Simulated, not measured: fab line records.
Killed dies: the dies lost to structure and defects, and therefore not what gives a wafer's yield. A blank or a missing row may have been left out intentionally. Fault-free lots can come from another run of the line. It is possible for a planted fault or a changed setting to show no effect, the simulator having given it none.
Comparing a struck lot with a sound one :: flow n5_finfet :: 14 steps out of a route of 1938
Sound: these wafers, L800.1, L800.4, L800.6. Struck: wafer L803.5 (left out: L803.2, L803.6 of the same lot, which were not struck); the cause appears at the end.
Per side, at each step with rows, come the tool, then ch with its chambers, and then its first start. Under that, the readings that differ: sound wafers :: struck wafers :: difference of the means :: sigmas: that difference in standard deviations of wafers without a fault.
alike: words and numbers the same on both sides, and readings whose means are apart by under 2 such deviations; not compared: readings that were withheld, readings missing a value for some wafer, numbers with overlapping values and no deviation given by the record, and bounds like >300 which may hide the same value.
The two part at a step that has a row with sigmas, a row that says differs or no value, or rows on one side only. Numbers that don't overlap but have no deviation are shown without sigmas and don't part them. A reading missing from all wafers of one side parts the sides only when that side holds two or more wafers.

N5_BEOL_M11_CURE_72: cures SiCOH lowk, time 120 s.
  sound on uv_cure-02 ch 2, day 12 07:07; struck on uv_cure-01 ch 0, day 12 22:52
  alike: lamp_power_pct, wafer_temp_C_max
N5_BEOL_M11_DEGAS_44: time 60 s.
  sound: pvd_sputter-02 at day 12 07:31; struck: pvd_sputter-01 at day 12 23:13
  alike: heater_power_w, susceptor_temp_C
N5_BEOL_M11_PRE_CLEAN_45: time 30 s.
  sound: pvd_sputter-02 at day 12 07:33; struck: pvd_sputter-01 at day 12 23:16
  alike: heater_power_w, susceptor_temp_C
then, 1 step without rows for these wafers: N5_BEOL_M11_ALD_74 (deposits TaN, target thk 2 nm, pulse time 2 s, purge time 3 s).
N5_BEOL_M11_SURFACE_TREAT_76:
  sound: pvd_sputter-01 at day 12 07:58; struck: pvd_sputter-01 at day 12 23:41
  not compared: throttle_valve_pct
then, 3 steps without rows for these wafers: N5_BEOL_M11_CVD_75 (deposits Co from CCTBA/H2, target thk 2 nm, time 138.9 s); N5_BEOL_M11_SPUTTER_48 (material Cu, target thk 12 nm, time 2 s); N5_BEOL_M11_ECD_50 (material Cu, target thk 318 nm).
N5_BEOL_M11_ANNEAL_51: time 90 s.
  sound on rtp_anneal-01 ch 0, day 12 08:26; struck on rtp_anneal-02 ch 0, day 13 00:19
  alike: wafer_temp_C_max
then, 1 step without rows for these wafers: N5_BEOL_M11_CMP_52 (polishes, stops on SiCOH lowk, t overpolish 7 s, target thk 140 nm).
N5_BEOL_M11_THK_MEAS_53: measures by xrf.
  sound: film_metro-02 at day 12 09:02; struck: film_metro-02 at day 13 00:52
  alike: M11_THK
then, 1 step without rows for these wafers: N5_BEOL_M11_PRE_CLEAN_55 (time 15 s).
N5_BEOL_M11_DEP_56: deposits SiCN from 3MS/NH3, target thk 30 nm, time 10.5 s.
  sound on pecvd-04 ch 0,1, day 12 09:06; struck on pecvd-04 ch 2, day 13 00:55
reading: showerhead_plenum_p_Torr (Torr)
sound: 4.183 4.182 4.182
struck: 4.126
difference: -0.056
sigmas: -3

reading: model.SiCN_of_BEOL_M11_DEP_56.thk_nm (nm)
sound: 30.2 30.8 30.4
struck: 29.8
difference: -0.7
sigmas: 
  alike: throttle_valve_pct
N5_BEOL_M11_RS_MEAS_57: the measuring method here is four-point-probe.
  sound: film_metro-02 at day 12 09:10; struck: film_metro-02 at day 13 01:00
  alike: M11_RS

## WHERE THEY PART
N5_BEOL_M11_DEP_56 only, going by this record. Later steps at which nothing parts them and some readings are alike: N5_BEOL_M11_RS_MEAS_57.

WHY: what the simulator had put in
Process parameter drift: pecvd-04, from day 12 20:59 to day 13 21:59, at N5_BEOL_M11_DEP_56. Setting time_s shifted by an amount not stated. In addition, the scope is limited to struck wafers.
